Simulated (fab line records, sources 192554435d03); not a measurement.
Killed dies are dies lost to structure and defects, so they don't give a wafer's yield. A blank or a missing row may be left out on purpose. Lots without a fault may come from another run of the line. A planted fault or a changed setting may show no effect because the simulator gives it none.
A struck lot beside a sound one | flow n5_finfet | 38 steps out of a route of 1938
Sound: wafers L181.1, L181.2, L181.4. Struck: wafer L171.1. (L171.2, L171.3 of the same lot were not struck and are left out.) The cause comes at the end.
At each step with rows: each side's tool, then ch and its chambers, then its first start. Under that, the readings that differ: sound wafers | struck wafers | difference of the means | sigmas: that difference in standard deviations of wafers without a fault.
alike: readings whose means differ by less than 2 such deviations, and words and numbers that are the same on both sides. not compared: withheld readings, readings that some wafer has no value for, bounds like >300 that may hide the same value, and numbers for which the record gives no deviation and whose values overlap.
The two part at a step that has a row with sigmas, a row that says differs or no value, or rows on one side only. Numbers that don't overlap but have no deviation are shown without sigmas and don't part them. A reading that every wafer of one side lacks parts them only if that side has two wafers or more.

first, 9 steps without rows for these wafers: N5_BEOL_M2_ANNEAL_95 (time 240 s); N5_BEOL_M2_SPUTTER_96 (material Cu, target thk 4.5 nm, time 8.29 s); N5_BEOL_M2_ECD_50 (material Cu, target thk 300 nm); N5_BEOL_M2_ANNEAL_51 (time 90 s); N5_BEOL_M2_CMP_52 (polishes, stops on SiOC, t overpolish 6.8 s, target thk 40 nm); N5_BEOL_M2_PRE_CLEAN_60 (time 15 s); N5_BEOL_M2_CO_CAP_55 (material Co, precursor CCTBA/H2, target thk 2 nm, time 102.1 s); N5_BEOL_M2_PRE_CLEAN_56 (time 15 s); N5_BEOL_M2_DEP_57 (deposits SiCN from 3MS/NH3, target thk 8 nm, time 14 s).
N5_BEOL_M3_ILD_DEP_00: deposits SiOC from DEMS/O2, target thk 79 nm, time 15.3 s.
  sound on pecvd-02 ch 0,1,2, day 12 12:13; struck on pecvd-04 ch 0, day 9 23:50
  reading                                      | sound          | struck | difference | sigmas
  model.SiOC_of_BEOL_M3_ILD_DEP_00.thk_nm (nm) | 77.6 77.2 78.2 | 70.2   | -7.5       |
  alike: heater_power_w, showerhead_plenum_p_Torr, throttle_valve_pct
N5_BEOL_M3_THK_MEAS_01:
  sound on film_metro-02, day 12 12:16; struck on film_metro-01, day 9 23:54
  reading         | sound          | struck | difference | sigmas
  M3_ILD_THK (nm) | 77.6 77.3 78.3 | 70.1   | -7.6       | -8
then, 24 steps without rows for these wafers: N5_BEOL_M3_PECVD_72 (deposits SiO2 from TEOS/O2, target thk 16 nm, time 18 s); N5_BEOL_M3_HM_DEP_02 (deposits TiN, target thk 20 nm); N5_BEOL_M3_COAT_61 (time 60 s, resist thk 60 nm); N5_BEOL_M3_COAT_62 (time 60 s, resist thk 12 nm); N5_BEOL_M3_COAT_73 (time 60 s, resist thk 5 nm); N5_BEOL_M3_COAT_05 (resist thk 30 nm); N5_BEOL_M3_EBR_07; N5_BEOL_M3_SOFTBAKE_06 (time 60 s); N5_BEOL_M3_EXPOSE_08 (exposes mask M3); N5_BEOL_M3_PEB_09 (peb time 60 s); N5_BEOL_M3_DEVELOP_10 (develop time 30 s); N5_BEOL_M3_DESCUM_16 (chemistry O2, time 7 s); N5_BEOL_M3_ETCH_74 (etches underlayer in N2/H2, target depth 6.5 nm, time 5.2 s); N5_BEOL_M3_ETCH_63 (etches SiARC in CF4, target depth 15.6 nm, time 26 s); N5_BEOL_M3_ETCH_64 (etches SOC in N2/H2, target depth 75 nm, overetch 15 nm, time 112.5 s); N5_BEOL_M3_STRIP_65 (strips in N2/H2); N5_BEOL_M3_STRIP_75 (strips in N2/H2); N5_BEOL_M3_STRIP_66 (strips in CF4); N5_BEOL_M3_HM_OPEN_17 (chemistry Cl2/BCl3, target TiN, target depth 20 nm, overetch 6 nm); N5_BEOL_M3_STRIP_19 (strips in O2); N5_BEOL_M3_COAT_67 (time 60 s, resist thk 60 nm); N5_BEOL_M3_COAT_68 (time 60 s, resist thk 12 nm); N5_BEOL_M3_COAT_76 (time 60 s, resist thk 5 nm); N5_BEOL_M3_COAT_22 (resist thk 30 nm).
N5_BEOL_M3_CMP_52: polishes, stops on SiOC, t overpolish 6.8 s, target thk 40 nm.
  sound on cmp-04 ch 0,2,3, day 13 00:20; struck on cmp-04 ch 2, day 10 05:49
  reading                                      | sound          | struck | difference | sigmas
  model.Cu_of_BEOL_M3_ECD_50.thk_nm (nm)       | 38.2 39.6 36.8 | 30.6   | -7.6       |
  model.SiOC_of_BEOL_M3_ILD_DEP_00.thk_nm (nm) | 74.6 74.2 75.2 | 67.2   | -7.5       |
  alike: motor_current_A
N5_BEOL_M4_RC_MEAS_101:
  sound on prober-02 ch 0, day 13 12:01; struck on prober-01 ch 0, day 10 15:12
  alike: DIBL_N, DIBL_P, IOFF_N, IOFF_P, ION_N, ION_P, SS_N, SS_P, VT_N, VT_P
-- the record jumps here: 5 days lie between the struck wafers' starts before and after (it left off in module BEOL_M4 and takes up again in module PASSIVATION, whose first step shown is number 1936 of the route) --
N5_PASSIVATION_PROBE_49:
  sound on prober-02, day 17 22:26; struck on prober-02, day 15 22:28
  reading              | sound | struck | difference | sigmas
  sort_bin_8_speed (%) | 0 0 0 | 0.25   | +0.25      | +7
  alike: defect_limited_yield, killed_at_M0_to_M3, killed_at_M4_up, killed_at_contacts, killed_at_front_end, killed_at_other, killed_dies, killed_open, killed_short, sort_bin_5_function, sort_bin_6_memory, sort_n_pass

WHERE THEY PART
First at N5_BEOL_M3_THK_MEAS_01; last, within this record, at N5_PASSIVATION_PROBE_49.

WHY: what the simulator had put in
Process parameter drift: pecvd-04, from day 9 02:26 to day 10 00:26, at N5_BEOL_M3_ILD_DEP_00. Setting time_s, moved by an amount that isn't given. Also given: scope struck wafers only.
